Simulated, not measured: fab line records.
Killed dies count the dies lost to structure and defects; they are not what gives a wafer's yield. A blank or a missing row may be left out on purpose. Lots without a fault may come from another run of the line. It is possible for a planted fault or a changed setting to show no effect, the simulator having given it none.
Matching of chambers | flow n5-finfet | pecvd-02 running N5_BEOL_M5_PECVD_70: 3 sister chambers
The step deposits SiO2 from TEOS/O2, target thk 16 nm, time 18 s. 6 wafers are shown with their chamber, then 11 later ones without.

## WAFERS WITH THEIR CHAMBER
wafer  | chamber | throttle-valve-pct (%) | showerhead-plenum-p-Torr (Torr)
L080.5 | 1       | 20.8                   | 8.80
L085.5 | 2       | 21.7                   | 8.84
L086.2 | 0       | 21.8                   | 8.77
L086.3 | 2       | 22.0                   | 8.84
L086.5 | 0       | 21.7                   | 8.74
L087.3 | 1       | 20.8                   | 8.81

## WAFERS WITH NO CHAMBER GIVEN
wafer  | throttle-valve-pct (%) | showerhead-plenum-p-Torr (Torr)
L087.5 | 20.7                   | 8.78
L087.6 | 21.8                   | 8.83
L091.1 | 21.8                   | 8.82
L091.3 | 22.0                   | 8.73
L091.4 | 20.3                   | 8.80
L090.2 | 21.7                   | 8.73
L090.3 | 20.2                   | 8.80
L090.6 | 21.8                   | 8.75
L092.1 | 22.0                   | 8.84
L092.3 | 21.6                   | 8.73
L092.6 | 21.8                   | 8.84

## WHICH CHAMBER EACH ONE RAN IN
wafer  | from the rows above | in truth
L087.5 | 1                   | 1
L087.6 | 2                   | 2
L091.1 | 2                   | 2
L091.3 | 0                   | 0
L091.4 | 1                   | 1
L090.2 | 0                   | 0
L090.3 | 1                   | 1
L090.6 | 0                   | 0
L092.1 | 2                   | 2
L092.3 | 0                   | 0
L092.6 | 2                   | 2
Placed correctly: 11 of 11. Not placeable from these rows: 0. Wrongly placed: 0.
How it was worked out, from the rows above alone: a wafer's distance from a chamber is the root of the sum, over the readings, of the square of ((its reading less the chamber's mean) divided by the reading's scatter). The wafer belongs to the nearest chamber; if the next one is less than 2 further off, it can't be placed. Each chamber's mean is taken over the wafers shown for it. The scatter is the square root of a quotient: the sum, over the shown wafers, of each reading's squared deviation from its chamber's mean, divided by wafers minus chambers.
